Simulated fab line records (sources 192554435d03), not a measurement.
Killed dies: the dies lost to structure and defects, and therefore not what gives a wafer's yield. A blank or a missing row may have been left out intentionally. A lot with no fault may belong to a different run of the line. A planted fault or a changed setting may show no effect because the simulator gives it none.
Chamber matching | flow n5_finfet | N5_BEOL_M2_ALD_98 on ald_sin-03: 4 sister chambers
The step deposits SiO2, target thk 2.5 nm, pulse time 1 s, co reactant pulse time 1 s. 18 wafers are shown with their chamber, then 9 later ones without.

## WAFERS, EACH WITH ITS CHAMBER
wafer  | chamber | heater_power_w (W) | precursor_pulse_height_rel
L075.2 | 2       | 79                 | 1.036
L075.5 | 0       | 73                 | 0.980
L075.6 | 2       | 79                 | 0.970
L077.3 | 1       | 64                 | 1.023
L077.5 | 0       | 70                 | 0.988
L077.6 | 1       | 64                 | 1.018
L078.2 | 1       | 66                 | 0.977
L078.3 | 0       | 71                 | 1.015
L078.4 | 2       | 79                 | 0.996
L081.2 | 2       | 77                 | 1.004
L081.5 | 3       | 73                 | 0.986
L081.6 | 2       | 81                 | 0.999
L084.1 | 1       | 65                 | 0.983
L084.3 | 3       | 73                 | 0.982
L084.4 | 2       | 80                 | 0.995
L086.1 | 1       | 63                 | 0.998
L086.2 | 0       | 71                 | 1.027
L086.4 | 2       | 81                 | 1.070

SIGNATURES (averages over the wafers above)
reading                    | chamber 0 | chamber 1 | chamber 2 | chamber 3 | scatter within a chamber
heater_power_w             | 71.25     | 64.40     | 79.43     | 73.00     | 1.24
precursor_pulse_height_rel | 1.00250   | 0.99980   | 1.01000   | 0.98400   | 0.0262
Rule: distance of a wafer from a chamber = root of the sum over the readings of ((wafer's reading minus chamber's mean) / reading's scatter) squared. The wafer belongs to the nearest chamber; if the next one is less than 2 further off, it can't be placed. The scatter: take each reading less its chamber's mean, square it, sum over the shown wafers, divide by the number of wafers less the number of chambers, and take the root.

## WAFERS WHOSE CHAMBER IS MISSING
wafer  | heater_power_w (W) | precursor_pulse_height_rel
L087.1 | 80                 | 0.989
L087.3 | 72                 | 1.002
L087.6 | 80                 | 1.012
L093.4 | 72                 | 1.010
L093.5 | 63                 | 1.036
L093.6 | 81                 | 1.044
L094.1 | 72                 | 1.024
L094.3 | 74                 | 1.007
L094.5 | 66                 | 0.985

## WHICH CHAMBER EACH WENT THROUGH
wafer  | from the rows above     | in truth
L087.1 | 2                       | 2
L087.3 | can't be placed: 0 or 3 | 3
L087.6 | 2                       | 2
L093.4 | can't be placed: 0 or 3 | 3
L093.5 | 1                       | 1
L093.6 | 2                       | 2
L094.1 | can't be placed: 0 or 3 | 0
L094.3 | can't be placed: 3 or 0 | 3
L094.5 | 1                       | 1
5 of 9 placed correctly. These rows do not allow placing 4 (true chamber among the candidates in 4). Number placed wrongly: 0.
